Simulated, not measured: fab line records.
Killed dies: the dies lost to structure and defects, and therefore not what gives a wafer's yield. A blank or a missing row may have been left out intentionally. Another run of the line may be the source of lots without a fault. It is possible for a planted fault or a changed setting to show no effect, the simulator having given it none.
fab line records	flow nand-harc
record: lots: 14	wafers: 38	last-day: 33
route steps=1302 shown A_STAIRCASE@869 A_SGD_CUT@902
lots untouched by any fault: they come from a run of this same line in which no faults occurred
start-h: start of the lot's first displayed wafer, in hours after the record's first day	wait-h: hours elapsed since this lot's preceding step	" as in the row above	L1.1+2: a row that stands for several wafers	- no value, or no start was given	* or withheld: withheld	< > ~ a bound
route shown NAME@n: names a module that has steps shown in the file, with the first one's number in the route	usual: average and standard deviation across the fault-free wafers	same: alike in all rows	chamber/n: place in a boat	sites: each site's reading	_std_site: standard deviation of those values	_edge_site: inner sites' mean taken away from outer sites' mean	radius-mm: for every site, how far away it sits from the centre of the wafer	mask NAME#n: copy n	behind: the most recent tool/chamber to have shaped the wafer	hold: why the lot went on hold/how many hours it stayed there/how the hold came to an end	device: whichever transistor did not switch (one of n, p or np)	end of line: at the end of the route, the tests of the same wafers	for a step that has no rows: nothing shown but its recipe	killed: dies that structure and defects cost at the first sort, which is not the same as the wafer's yield	map: the dies of a wafer, with x for killed, . for not killed, _ for no die there
set.NAME: the setting as run; set.NAME@STEP: as run at that earlier step	model.NAME: the simulator's own value behind a step, which no gauge read
steps of the route over a sample of lots; a table a step, a row a wafer
services: the hour from which a tool's chamber was out of use, counted from the record's first day as start-h (under 0 if before that day), plus the number of hours and why
== steps ==
step: NHARC_A_STAIRCASE_DESCUM_443
recipe: time-s: 3	o2-flow-sccm: 200	ar-flow-sccm: 0	bias-power-w: 0	chemistry: O2
usual: drypump-motor-current-A: 5.7/0.39	oes-product-au: 1.001/0.0082	rf-vpp-V: 57.6/0.83	showerhead-plenum-p-Torr: 1.86/0.061	throttle-valve-pct: 11.311/0.0093
lot.wafer	tool	chamber	start-h	wait-h	drypump-motor-current-A	oes-product-au	rf-hours-counter-h	rf-vpp-V	showerhead-plenum-p-Torr	throttle-valve-pct
L749.3	rie-diel-09	3	434.77	-	5.8	0.985	28	57.5	1.95	11.311
L749.2	"	1	"	"	6.2	0.990	37	56.5	1.82	11.307
L749.6	"	3	"	"	5.8	0.999	-	58.2	1.96	11.315
L752.3	rie-diel-01	0	454.84	-	5.7	0.984	21	57.6	1.87	11.296
L752.4	"	3	"	"	5.2	1.011	20	57.2	1.80	11.320
L752.5	"	0	"	"	5.7	0.997	-	57.4	1.87	11.310
L751.2	rie-diel-06	3	455.02	-	5.9	0.994	54	56.5	1.83	11.326
L751.5	"	1	"	"	5.7	1.007	-	56.9	1.96	11.304
L751.6	"	2	"	"	5.0	0.991	-	58.2	1.92	11.299
L753.1	rie-diel-09	2	455.04	-	5.8	0.985	44	57.0	1.91	11.308
L753.2	"	1	"	"	6.2	0.983	43	56.6	1.82	11.308
L753.4	"	2	"	"	5.8	0.992	-	57.2	1.91	11.313
L754.3	rie-diel-06	2	464.97	-	5.0	0.998	55	57.4	1.92	11.315
L754.2	"	3	"	"	5.9	1.004	57	58.5	1.83	11.320
L754.5	"	1	"	"	5.8	1.014	-	58.2	1.96	11.318
L757.4	rie-diel-09	3	523.41	-	5.8	0.999	4	57.2	1.95	11.298
L757.6	"	0	"	"	5.7	1.002	-	57.2	1.81	11.307
L760.5	rie-diel-09	2	544.23	-	5.9	1.001	-	56.8	1.90	11.301
L759.5	rie-diel-09	1	544.28	-	6.2	1.003	-	57.4	1.81	11.308
L759.6	"	2	"	"	5.8	0.998	-	57.8	1.90	11.306
L761.2	rie-diel-09	2	550.01	-	5.8	0.994	17	58.0	1.90	11.316
L761.5	"	0	"	"	5.7	1.006	-	56.5	1.80	11.310
L761.6	"	1	"	"	6.2	0.995	-	57.7	1.81	11.307
L764.3	rie-diel-09	1	577.73	-	6.2	1.011	29	57.3	1.81	11.316
L764.5	"	2	"	"	5.8	0.992	-	56.9	1.90	11.332
L764.6	"	3	"	"	5.8	1.003	-	56.9	1.94	11.309
L763.2	rie-diel-01	1	577.74	-	4.8	1.011	3	58.1	1.94	11.316
L763.4	"	0	"	"	5.7	1.008	3	57.0	1.86	11.313
L763.5	"	2	"	"	5.9	1.011	-	58.1	1.79	11.317
L765.1	rie-diel-09	0	602.14	-	5.7	0.998	38	57.0	1.80	11.331
L765.3	"	1	"	"	6.2	0.997	35	56.8	1.81	11.310
L765.2	"	3	"	"	5.8	0.980	35	57.4	1.94	11.310
L766.4	rie-diel-01	2	602.34	-	5.9	1.008	13	57.9	1.79	11.291
L766.3	"	0	"	"	5.7	0.996	12	57.4	1.86	11.303
L766.2	"	1	"	"	4.8	1.016	14	57.1	1.94	11.308
L772.1	rie-diel-09	1	665.68	-	6.2	1.004	56	57.2	1.80	11.309
L772.2	"	3	"	"	5.8	1.006	58	58.2	1.93	11.313
L772.5	"	1	"	"	6.2	1.006	-	57.6	1.80	11.303
step: NHARC_A_SGD_CUT_OVL_MEAS_10
usual: overlay-x-nm: -0.1/0.87	overlay-y-nm: -0.1/0.83
lot.wafer	tool	chamber	start-h	wait-h	overlay-x-nm	overlay-y-nm
L749.2	overlay-02	-	442.55	-	0.6	-0.5
L749.3	"	-	"	"	1.1	-0.4
L749.6	"	-	"	"	0.8	-0.5
L752.3	overlay-01	-	462.84	-	0.4	2.0
L752.4	"	-	"	"	0.3	1.5
L752.5	"	-	"	"	1.4	1.6
L751.2	overlay-02	-	463.01	-	0.1	-0.4
L751.5	"	-	"	"	-0.1	-1.2
L751.6	"	-	"	"	-0.2	-1.1
L753.1	overlay-02	-	464.09	-	-0.5	0.8
L753.2	"	-	"	"	0.1	0.1
L753.4	"	-	"	"	-0.4	0.1
L754.2	overlay-02	-	472.89	-	-0.5	-0.2
L754.3	"	-	"	"	-0.8	-0.3
L754.5	"	-	"	"	-0.4	-0.2
L757.4	overlay-01	-	531.62	-	0.4	-0.5
L757.6	"	-	"	"	0.2	-0.4
L760.5	overlay-02	-	552.64	-	-0.8	-0.7
L759.5	overlay-02	-	554.88	-	0.0	0.5
L759.6	"	-	"	"	0.4	0.4
L761.2	overlay-01	-	558.10	-	0.7	-0.9
L761.5	"	-	"	"	0.1	-0.5
L761.6	"	-	"	"	1.1	-0.2
L763.2	overlay-02	-	585.68	-	0.1	-0.7
L763.4	"	-	"	"	0.0	-1.0
L763.5	"	-	"	"	-0.4	-1.0
L764.3	overlay-01	-	585.84	-	-1.6	-0.7
L764.5	"	-	"	"	-1.5	-0.2
L764.6	"	-	"	"	-2.0	0.2
L765.1	overlay-02	-	610.07	-	-0.1	-0.5
L765.2	"	-	"	"	0.6	0.1
L765.3	"	-	"	"	-0.1	-0.4
L766.2	overlay-01	-	610.50	-	-0.7	0.0
L766.3	"	-	"	"	-0.5	-0.8
L766.4	"	-	"	"	-0.6	-0.6
L772.1	overlay-02	-	673.83	-	-0.2	-0.6
L772.2	"	-	"	"	0.2	-0.7
L772.5	"	-	"	"	-0.6	-1.2
step: NHARC_A_SGD_CUT_ETCH_58
recipe: target-depth-a: 390	over-etch-frac: 0.3	time-s: 65	ion-energy-ev: 80	cf4-flow-sccm: 150	ar-flow-sccm: 0	rf-w: 300	bias-w: 100	chemistry: CF4
usual: drypump-motor-current-A: 5.65/0.25	oes-product-au: 0.996/0.0074	rf-vpp-V: 151.3/1.1	run-length-s: 86.4/0.44	showerhead-plenum-p-Torr: 1.78/0.059	throttle-valve-pct: 13.284/0.0099
lot.wafer	tool	chamber	start-h	wait-h	drypump-motor-current-A	oes-product-au	rf-hours-counter-h	rf-vpp-V	run-length-s	showerhead-plenum-p-Torr	throttle-valve-pct
L749.2	rie-diel-10	3	442.73	0.1	5.58	1.012	0	150.8	86.7	1.81	13.299
L749.3	"	2	"	"	6.29	0.999	1	151.4	87.1	1.67	13.302
L749.6	"	3	"	"	5.58	1.003	-	151.7	86.6	1.81	13.299
L752.3	rie-diel-10	1	463.02	0.1	5.85	1.001	1	150.6	85.6	1.72	13.271
L752.4	"	2	"	"	6.31	0.990	1	150.9	87.3	1.67	13.301
L752.5	"	1	"	"	5.85	0.984	-	150.6	86.2	1.72	13.277
L751.2	rie-diel-05	2	463.20	0.1	5.59	1.003	3	151.2	86.3	1.84	13.285
L751.6	"	2	"	"	5.57	1.002	-	152.7	86.3	1.84	13.284
L751.5	"	3	"	"	5.37	1.004	-	152.2	86.2	1.79	13.268
L753.2	rie-diel-10	0	464.30	0.1	5.57	0.989	1	152.4	85.8	1.73	13.286
L753.4	"	1	"	"	5.85	0.989	2	150.2	86.2	1.72	13.283
L753.1	"	3	"	"	5.59	0.991	1	151.1	86.7	1.81	13.290
L754.2	rie-diel-05	1	473.07	0.1	5.46	0.992	4	151.2	86.1	1.77	13.291
L754.3	"	2	"	"	5.62	0.996	4	152.5	86.9	1.84	13.288
L754.5	"	2	"	"	5.58	0.991	-	153.1	86.4	1.84	13.291
L757.4	rie-diel-05	1	531.82	0.1	5.40	1.000	8	151.0	85.9	1.77	13.282
L757.6	"	3	"	"	5.38	1.008	-	150.6	86.0	1.79	13.282
L760.5	rie-diel-05	0	552.88	0.1	5.65	0.984	-	151.7	67.3	1.83	13.290
L759.5	rie-diel-05	3	555.10	0.1	5.40	0.990	-	151.2	86.2	1.79	13.293
L759.6	"	0	"	"	5.64	1.005	-	151.4	67.4	1.83	13.309
L761.2	rie-diel-10	2	558.30	0.1	6.34	0.993	5	150.7	87.3	1.67	13.290
L761.5	"	3	"	"	5.57	0.996	-	150.7	87.0	1.80	13.284
L761.6	"	0	"	"	5.59	0.995	-	150.5	85.9	1.73	13.282
L763.4	rie-diel-10	3	585.87	0.1	5.57	0.999	6	150.1	86.5	1.80	13.270
L763.2	"	1	"	"	5.84	1.003	8	149.9	85.8	1.72	13.278
L763.5	"	3	"	"	5.58	0.997	-	151.1	86.4	1.80	13.270
L764.3	rie-diel-03	0	586.04	0.1	5.67	0.998	11	152.3	86.6	1.86	13.279
L764.5	"	1	"	"	5.50	1.005	-	150.1	86.2	1.70	13.301
L764.6	"	2	"	"	5.99	1.002	-	151.9	86.6	1.83	13.285
L765.3	rie-diel-10	1	610.25	0.1	5.84	1.004	0	150.1	85.6	1.72	13.284
L765.2	"	2	"	"	6.27	0.996	0	150.6	87.0	1.66	13.283
L765.1	"	3	"	"	5.58	0.993	0	152.2	86.6	1.80	13.289
L766.2	rie-diel-03	3	610.68	0.1	5.60	0.997	12	149.7	85.9	1.73	13.283
L766.3	"	1	"	"	5.49	0.999	10	150.4	86.4	1.70	13.291
L766.4	"	2	"	"	5.99	0.992	13	150.8	86.5	1.83	13.268
L772.2	rie-diel-03	1	674.01	0.1	5.47	0.997	2	148.6	86.3	1.69	13.269
L772.1	"	2	"	"	5.97	0.998	2	153.6	86.4	1.83	13.270
L772.5	"	1	"	"	5.52	1.008	-	151.3	86.2	1.69	13.278
step: NHARC_A_SGD_CUT_CMP_21
recipe: target-thk-nm: 148.19
usual: motor-current-A: 12.4/1.2	slurry-filter-dp-kPa: 13.50/0.13	time-to-endpoint-s: 49.3/2.7
lot.wafer	tool	chamber	start-h	wait-h	motor-current-A	slurry-filter-dp-kPa	time-to-endpoint-s
L749.3	cmp-02	3	449.57	0.4	12.7	13.43	51.7
L749.2	"	0	"	"	13.0	13.44	52.3
L749.6	"	3	"	"	13.6	13.42	49.4
L752.3	cmp-03	2	469.61	0.4	10.4	13.73	51.8
L752.4	"	3	"	"	12.2	13.56	50.8
L752.5	"	1	"	"	11.2	13.68	49.6
L751.2	cmp-04	0	469.66	0.4	13.3	13.71	51.6
L751.6	"	1	"	"	13.2	13.49	46.7
L751.5	"	2	"	"	14.8	13.44	49.1
L753.4	cmp-03	0	469.73	0.5	12.1	13.31	53.8
L753.1	"	1	"	"	11.2	13.81	49.4
L753.2	"	3	"	"	11.8	13.40	49.5
L754.3	cmp-04	3	480.40	0.4	12.1	13.51	51.8
L754.2	"	2	"	"	14.8	13.34	50.6
L754.5	"	0	"	"	13.0	13.65	51.1
L757.4	cmp-04	3	539.24	0.4	11.8	13.27	50.5
L757.6	"	0	"	"	13.0	13.37	50.2
L759.6	cmp-03	2	559.09	0.5	11.1	13.58	50.5
L759.5	"	3	"	"	12.0	13.41	48.2
L760.5	cmp-04	2	559.11	0.5	14.4	13.42	51.2
L761.2	cmp-02	0	564.12	0.4	13.2	13.42	48.2
L761.6	"	2	"	"	9.9	13.63	45.0
L761.5	"	3	"	"	12.7	13.31	52.1
L764.3	cmp-04	3	591.55	0.4	11.9	13.43	51.5
L764.6	"	2	"	"	14.6	13.45	47.4
L764.5	"	3	"	"	11.1	13.19	53.3
L763.4	cmp-03	2	591.55	0.4	11.4	13.65	45.5
L763.2	"	0	"	"	12.0	13.66	47.0
L763.5	"	1	"	"	11.3	13.55	46.5
L766.2	cmp-04	3	616.90	0.4	11.9	13.69	51.2
L766.4	"	0	"	"	12.9	13.56	53.9
L766.3	"	1	"	"	12.9	13.50	52.3
L765.2	cmp-02	1	616.94	0.4	12.0	13.65	48.0
L765.3	"	2	"	"	10.9	13.72	48.1
L765.1	"	3	"	"	13.7	13.50	50.6
L772.2	cmp-04	0	680.86	0.4	13.2	13.47	50.2
L772.1	"	1	"	"	13.5	13.68	48.4
L772.5	"	3	"	"	11.5	13.62	52.8
== services ==
tool	chamber	start-h	hours	kind
rie-diel-10	-	419.50	9.0	pm
rie-diel-09	2	450.40	4.0	repair
rie-diel-09	0	452.41	12.4	repair
cmp-03	-	456.00	4.0	pm
rie-diel-09	0	485.52	4.6	repair
rie-diel-09	-	499.32	9.0	pm
cmp-04	-	503.18	4.0	pm
cmp-03	-	513.04	2.5	repair
cmp-03	-	520.59	1.7	repair
rie-diel-10	3	521.30	9.5	repair
rie-diel-10	2	534.59	5.0	repair
cmp-03	-	538.59	1.6	repair
rie-diel-05	2	540.92	19.4	repair
cmp-03	-	544.10	2.8	repair
rie-diel-09	1	567.42	1.8	repair
cmp-04	-	568.24	1.0	repair
rie-diel-10	3	574.85	7.8	repair
rie-diel-10	-	596.50	9.0	pm
cmp-04	-	601.18	4.0	pm
rie-diel-09	0	604.31	6.5	repair
cmp-04	-	657.15	0.9	repair
rie-diel-09	-	670.75	0.1	repair
rie-diel-10	2	675.40	12.7	repair
rie-diel-09	-	676.32	9.0	pm
== key ==
first-sign: step: NHARC_A_SGD_CUT_ETCH_58	reading: run-length-s	direction: down	sigmas: 43	usual: *	struck: *
effect none on later readings
met-at NHARC_A_SGD_CUT_ETCH_58
struck-lots L759,L760
struck-wafers L759.6,L760.5
later-rows-left-out L759.6,L760.5
sort-left-out L759.6,L760.5
tester-left-out L759,L760
not-acting-at NHARC_A_STAIRCASE_DESCUM_443,NHARC_A_SGD_CUT_OVL_MEAS_10,NHARC_A_SGD_CUT_CMP_21
fault: kind: process-parameter-drift	tool: rie-diel-05	chamber: 0	onset-h: 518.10	steps: NHARC_A_SGD_CUT_ETCH_58	channel: time-s	offset: *	shape: step	acts-in: *	stated: *
tester-left-out: of these lots the tester's yield and bins aren't shown, on N5 and GAA mostly nor the transistor test; their killed dies are dies lost to structure and defects alone, not to doping, threshold or leakage, so they don't give the yield
sort-left-out: the simulated sort isn't trusted on such a fault, so these wafers' sort isn't shown, and their yield isn't known
later-rows-left-out: the simulator's readings of these wafers behind a module that went badly wrong aren't trusted and aren't shown, but for the sort
